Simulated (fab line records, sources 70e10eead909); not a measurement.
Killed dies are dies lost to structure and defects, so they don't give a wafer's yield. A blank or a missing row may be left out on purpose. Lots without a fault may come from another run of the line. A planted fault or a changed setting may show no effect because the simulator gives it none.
fab line records | flow nand_harc
record lots=13 wafers=39 last_day=33
route steps=1302 shown A_STAIRCASE@814 A_BONDPAD@1202 HYBRID_BOND@1237 END@1302
lots that met no fault: from a run of the same line without faults
start_h: hours from the record's first day to the start of the lot's first wafer shown | wait_h: hours since the lot's step before | " the same as in the row above | L1.1+2: a row that stands for several wafers | - no value, or no start given | * or withheld: withheld | < > ~ a bound
route shown NAME@n: a module of which the file shows steps, and the number in the route of the first | usual: mean/standard deviation of fault-free wafers | same: alike in all rows | chamber/n: place in a boat | sites: the reading at each site | _std_site: their standard deviation | _edge_site: outer sites' mean less inner sites' | radius_mm: how far each site lies from the wafer's centre | mask NAME#n: copy n | behind: the tool/chamber that last shaped the wafer | hold: why the lot was held/for how many hours/how that ended | device: the transistor (n, p or np) that didn't switch | end of line: the same wafers' tests at the end of the route | a step without rows: its recipe alone | killed: dies lost to structure and defects at the first sort, not the wafer's yield | map: a wafer's dies, x killed, . not, _ none there
set.NAME: the setting as run; set.NAME@STEP: as run at that earlier step | model.NAME: the simulator's own value behind a step, which no gauge read
steps of the route over a sample of lots; a table a step, a row a wafer
services: from which hour (start_h, from the record's first day; less than 0 if before it) a tool's chamber was out of use, for how many hours, and why
## steps
# step NHARC_A_STAIRCASE_STRIP_296
# recipe time_s=900 temp_c=130 chemistry=SPM
# usual bath_guard_temp_C=129.9/0.54
# columns lot.wafer tool chamber start_h wait_h bath_guard_temp_C
L279.5 wet_bench-01 2 375.33 - 129.0
L279.6 " 3 " " 130.0
L279.3 " 4 " " 130.9
L280.6 wet_bench-06 0 390.16 - 130.4
L280.5 " 4 " " 129.0
L280.2 " 5 " " 130.5
L281.6 wet_bench-06 6 393.90 - 130.5
L281.3 " 7 " " 128.5
L281.2 " 0 " " 130.4
L282.6 wet_bench-01 3 403.08 - 129.9
L282.2 " 6 " " 129.8
L282.5 " 7 " " 130.0
L291.4 wet_bench-01 6 480.68 - 129.6
L291.2 " 0 " " 129.4
L291.5 " 1 " " 130.2
L290.2 wet_bench-04 6 481.61 - 129.9
L290.3 " 0 " " 129.4
L290.4 " 1 " " 129.6
L292.3 wet_bench-04 7 515.77 - 130.0
L292.2 " 0 " " 129.6
L292.1 " 1 " " 129.6
L294.5 wet_bench-06 0 520.71 - 129.9
L294.2 " 1 " " 130.3
L294.1 " 3 " " 130.0
L293.1 wet_bench-01 7 540.88 - 130.2
L293.3 " 1 " " 130.7
L293.2 " 3 " " 129.8
L297.4 wet_bench-06 1 561.57 - 130.0
L297.6 " 2 " " 129.7
L297.1 " 3 " " 130.3
L299.3 wet_bench-01 6 573.43 - 129.5
L299.6 " 7 " " 130.7
L299.4 " 1 " " 130.2
L300.5 wet_bench-01 6 584.30 - 129.8
L300.1 " 7 " " 130.0
L300.4 " 1 " " 130.6
L302.6 wet_bench-01 3 606.75 - 129.9
L302.3 " 4 " " 130.7
L302.4 " 6 " " 129.8
# step NHARC_A_BONDPAD_DEP_00
# recipe target_thk_a=2500 temp_c=370 target_thk_nm=250 pressure_torr=3 flow_sccm=200 rf_w=450 material=SiCN
# usual heater_power_w=574/84
# columns lot.wafer tool chamber start_h wait_h heater_power_w
L279.3 pecvd-01 2 523.81 - 554
L279.5 " 1 " " 515
L279.6 " 0 " " 470
L281.3 pecvd-01 0 534.59 - 459
L281.2 " 1 " " 554
L281.6 " 0 " " 485
L280.2 pecvd-01 1 537.00 - 588
L280.6 " 1 " " 457
L280.5 " 2 " " 669
L282.2 pecvd-01 0 549.81 - 546
L282.5 " 1 " " 557
L282.6 " 0 " " 558
L290.3 pecvd-04 0 - - 435
L290.2 " 2 " " 702
L290.4 " 1 " " 498
L291.2 pecvd-03 1 622.13 - 468
L291.5 " 2 " " 785
L291.4 " 0 " " 464
L294.1 pecvd-03 0 - - 571
L294.2 " 2 " " 829
L294.5 " 1 " " 519
L292.2 pecvd-04 0 - - 511
L292.3 " 1 " " 525
L292.1 " 2 " " 696
L293.1 pecvd-03 0 688.81 - 555
L293.2 " 1 " " 523
L293.3 " 2 " " 784
L297.1 pecvd-01 2 718.93 - 531
L297.4 " 2 " " 539
L297.6 " 0 " " 518
L299.3 pecvd-04 2 724.97 - 587
L299.4 " 1 " " 581
L299.6 " 0 " " 540
L300.1 pecvd-04 2 733.81 - 715
L300.4 " 2 " " 576
L300.5 " 0 " " 544
L302.3 pecvd-04 2 755.52 - 729
L302.6 " 0 " " 548
L302.4 " 2 " " 599
# step NHARC_A_BONDPAD_PVD_27
# recipe target_thk_a=300 chamber_pressure_pa=5 power_w=5000 substrate_temp_c=30 time_s=20.49 material=Cu
# usual throttle_valve_pct=30.4/0.97
# columns lot.wafer tool chamber start_h wait_h throttle_valve_pct
L279.3 pvd_sputter-01 - - - 30.5
L279.5 " - " " 30.6
L279.6 " - " " 27.8
L281.2 pvd_sputter-03 - - - 31.2
L281.3 " - " " 32.1
L281.6 " - " " 32.2
L280.2 pvd_sputter-03 - - - 31.1
L280.6 " - " " 30.9
L280.5 " - " " 31.1
L282.2 pvd_sputter-03 - - - 31.0
L282.6 " - " " 31.1
L282.5 " - " " 32.3
L290.2 pvd_sputter-02 - - - 30.1
L290.4 " - " " 30.0
L290.3 " - " " 30.2
L291.2 pvd_sputter-02 - - - 30.2
L291.4 " - " " 30.8
L291.5 " - " " 31.0
L294.2 pvd_sputter-01 - - - 28.6
L294.1 " - " " 30.0
L294.5 " - " " 28.4
L292.1 pvd_sputter-01 - - - 29.6
L292.3 " - " " 30.4
L292.2 " - " " 28.6
L293.3 pvd_sputter-03 - - - 31.4
L293.2 " - " " 32.0
L293.1 " - " " 31.0
L297.4 pvd_sputter-01 - - - 28.6
L297.1 " - " " 29.7
L297.6 " - " " 28.7
L299.3 pvd_sputter-01 - - - 29.4
L299.4 " - " " 30.4
L299.6 " - " " 29.8
L300.1 pvd_sputter-03 - - - 31.9
L300.4 " - " " 31.3
L300.5 " - " " 30.6
L302.3 pvd_sputter-01 - - - 30.1
L302.4 " - " " 28.3
L302.6 " - " " 29.4
# step NHARC_HYBRID_BOND_ACTIVATE_00
# recipe time_s=60 n2_flow_sccm=200 ar_flow_sccm=0 bias_power_w=0 chemistry=N2
# usual drypump_motor_current_A=5.7/0.3 oes_product_au=1.000/0.0068 rf_vpp_V=64.0/0.78 showerhead_plenum_p_Torr=1.76/0.059
# columns lot.wafer tool chamber start_h wait_h drypump_motor_current_A oes_product_au rf_hours_counter_h rf_vpp_V showerhead_plenum_p_Torr
L279.3 rie_diel-02 2 527.98 0.1 6.0 1.001 12 63.8 1.78
L279.6 " 1 " " 5.7 1.004 - 63.5 1.67
L279.5 " 2 " " 5.9 1.004 - 64.3 1.78
L281.3 rie_diel-02 3 538.66 0.1 5.8 1.002 13 63.6 1.80
L281.2 " 1 " " 5.7 1.014 11 65.1 1.67
L281.6 " 0 " " 5.5 1.004 - 64.1 1.77
L280.2 rie_diel-02 3 541.02 0.1 5.8 1.002 13 64.6 1.80
L280.5 " 3 " " 5.8 1.000 - 63.3 1.80
L280.6 " 0 " " 5.5 0.995 - 64.1 1.77
L282.2 rie_diel-02 2 553.94 0.1 6.0 0.994 14 62.6 1.78
L282.5 " 1 " " 5.7 1.008 - 63.5 1.67
L282.6 " 2 " " 6.0 1.004 - 65.4 1.78
L290.2 rie_diel-02 3 619.61 0.1 5.8 1.000 3 64.7 1.80
L290.3 " 0 " " 5.5 0.997 3 63.9 1.77
L290.4 " 2 " " 6.0 0.994 3 63.5 1.77
L291.2 rie_diel-02 1 626.12 0.1 5.7 0.999 4 63.9 1.67
L291.4 " 0 " " 5.5 1.010 3 64.3 1.77
L291.5 " 2 " " 6.0 0.995 - 64.5 1.77
L294.2 rie_diel-02 3 680.61 0.1 5.8 1.007 7 64.0 1.80
L294.1 " 0 " " 5.5 1.006 7 63.3 1.77
L294.5 " 2 " " 6.0 1.001 - 63.5 1.77
L292.3 rie_diel-04 2 683.80 0.1 6.2 0.999 50 64.8 1.79
L292.1 " 3 " " 6.0 1.023 45 64.3 1.85
L292.2 " 1 " " 6.6 1.004 46 65.4 1.90
L293.1 rie_diel-04 1 692.76 0.1 6.6 1.001 48 63.0 1.90
L293.3 " 2 " " 6.2 0.991 52 63.4 1.79
L293.2 " 0 " " 5.3 0.986 32 64.4 1.67
L297.1 rie_diel-02 2 722.96 0.1 6.0 0.991 12 62.8 1.77
L297.4 " 3 " " 5.8 1.001 12 64.2 1.80
L297.6 " 2 " " 5.9 1.013 - 63.4 1.77
L299.3 rie_diel-02 3 729.19 0.1 5.8 1.006 12 64.6 1.80
L299.4 " 0 " " 5.5 0.998 12 65.0 1.77
L299.6 " 0 " " 5.5 0.994 - 64.4 1.77
L300.4 rie_diel-12 1 737.84 0.1 5.5 1.001 35 63.9 1.78
L300.1 " 2 " " 5.4 0.986 32 65.3 1.79
L300.5 " 0 " " 5.0 0.998 - 64.2 1.69
L302.3 rie_diel-02 0 759.47 0.1 5.5 1.001 0 63.4 1.77
L302.4 " 1 " " 5.7 0.997 0 62.7 1.67
L302.6 " 0 " " 5.5 0.994 - 64.1 1.77
# step NHARC_END_SORT_01
# recipe temp_c=25
# usual killed_at_array=58/15 killed_at_other=0.8/1.2 killed_at_periphery=3.5/2.5 killed_dies=62/15 killed_open=3.2/1.7 killed_short=2.4/1.5
# same gross_dies=677
# columns lot.wafer tool chamber start_h wait_h killed_at_array killed_at_other killed_at_periphery killed_dies killed_open killed_short
L290.2 prober-01 0 647.98 2.8 140 0 7 147 3 1
L290.3 prober-01 0 648.78 3.1 124 0 2 126 5 2
L290.4 prober-01 0 649.58 3.4 142 0 4 146 2 0
L292.1 prober-02 0 708.06 2.5 127 0 3 130 3 4
L292.2 prober-02 0 708.86 2.8 115 0 6 121 3 3
L292.3 prober-02 0 709.66 3.1 116 0 7 123 3 3
# killed by level:class
L290.2 A_STAIRCASE:unspecified=98 A_SLIT:chamber_film_flake=30 P_M2:chamber_film_flake=5 A_CONTACT:chamber_film_flake=4 A_CHANNEL_HOLE_D1:chamber_film_flake=2 A_DECK1_JOINT:chamber_film_flake=2 A_STAIRCASE:chamber_film_flake=2 P_M0:geometric_particle:open=1
L290.3 A_STAIRCASE:unspecified=91 A_SLIT:chamber_film_flake=15 A_CHANNEL_HOLE_D1:chamber_film_flake=5 A_CONTACT:chamber_film_flake=3 A_STAIRCASE:chamber_film_flake=2 P_CONTACT:geometric_particle:short=1 P_M1:geometric_particle:open=1 A_SOURCE_PLATE:geometric_particle:short=1
L290.4 A_STAIRCASE:unspecified=104 A_SLIT:chamber_film_flake=29 A_CHANNEL_HOLE_D1:chamber_film_flake=5 P_M0:geometric_particle:open=2 P_M2:chamber_film_flake=2 A_CONTACT:chamber_film_flake=2 A_DECK1_JOINT:chamber_film_flake=1 A_CHANNEL_HOLE_D2:chamber_film_flake=1
L292.1 A_STAIRCASE:unspecified=92 A_CHANNEL_HOLE_D1:chamber_film_flake=12 A_CONTACT:chamber_film_flake=4 A_SLIT:chamber_film_flake=4 A_SOURCE_PLATE:geometric_particle:short=2 A_BLC:geometric_particle:open=2 A_DECK1_JOINT:chamber_film_flake=2 A_CHANNEL_HOLE_D2:chamber_film_flake=2
L292.2 A_STAIRCASE:unspecified=94 A_CHANNEL_HOLE_D1:chamber_film_flake=6 A_DECK1_JOINT:chamber_film_flake=4 A_CHANNEL_FILL_D1:chamber_film_flake=3 P_M0:geometric_particle:open=2 P_GATE:chamber_film_flake=2 P_CONTACT:geometric_particle:short=1 A_CHANNEL_HOLE_D1:geometric_particle:short=1
L292.3 A_STAIRCASE:unspecified=93 A_CONTACT:chamber_film_flake=8 A_CHANNEL_HOLE_D1:chamber_film_flake=4 P_STI:chamber_film_flake=3 P_GATE:chamber_film_flake=2 A_CHANNEL_HOLE_D2:chamber_film_flake=2 A_SLIT:chamber_film_flake=2 P_CONTACT:geometric_particle:short=1
## services
# columns tool chamber start_h hours kind
pecvd-01 1 352.31 12.5 repair
rie_diel-02 - 393.70 9.0 pm
pvd_sputter-01 - 399.97 6.2 repair
pecvd-01 2 445.26 8.7 repair
pecvd-04 - 450.00 13.0 pm
wet_bench-01 - 453.60 8.0 pm
pecvd-01 - 492.43 13.0 pm
pecvd-01 0 515.57 7.1 repair
pecvd-04 - 525.46 1.0 repair
pvd_sputter-03 - 526.00 10.0 pm
wet_bench-01 - 529.40 1.5 repair
pecvd-04 - 533.62 0.5 repair
rie_diel-02 - 570.70 9.0 pm
pvd_sputter-01 - 580.46 1.2 repair
pvd_sputter-01 - 584.16 10.0 pm
pecvd-04 - 605.56 0.6 repair
pvd_sputter-03 - 625.27 1.1 repair
wet_bench-01 - 629.60 8.0 pm
pecvd-04 - 631.00 13.0 pm
pvd_sputter-03 - 656.35 7.7 repair
pvd_sputter-01 - 667.92 2.1 repair
rie_diel-02 2 710.67 4.1 repair
pvd_sputter-01 - 714.06 1.1 repair
rie_diel-02 - 747.70 9.0 pm
## key
first_sign step=NHARC_END_SORT_01 reading=killed_dies direction=up sigmas=4.7 usual=62 struck=132
effect step=NHARC_END_SORT_01 reading=killed_at_array direction=up sigmas=4.5 usual=58 struck=127
more_kills_born_at NHARC_A_STAIRCASE_STRIP_296@wet_bench-04=572
met_at NHARC_A_STAIRCASE_STRIP_296
struck_lots L290,L292
tester_left_out L290,L292
not_acting_at NHARC_A_BONDPAD_DEP_00,NHARC_A_BONDPAD_PVD_27,NHARC_HYBRID_BOND_ACTIVATE_00
fault kind=chamber_particle_source tool=wet_bench-04 chamber=- onset_h=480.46 steps=NHARC_A_STAIRCASE_STRIP_296 rate_per_visit_cm2=1.4421 end_h=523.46
# tester_left_out: of these lots the tester's yield and bins aren't shown, on N5 and GAA mostly nor the transistor test; their killed dies are dies lost to structure and defects alone, not to doping, threshold or leakage, so they don't give the yield
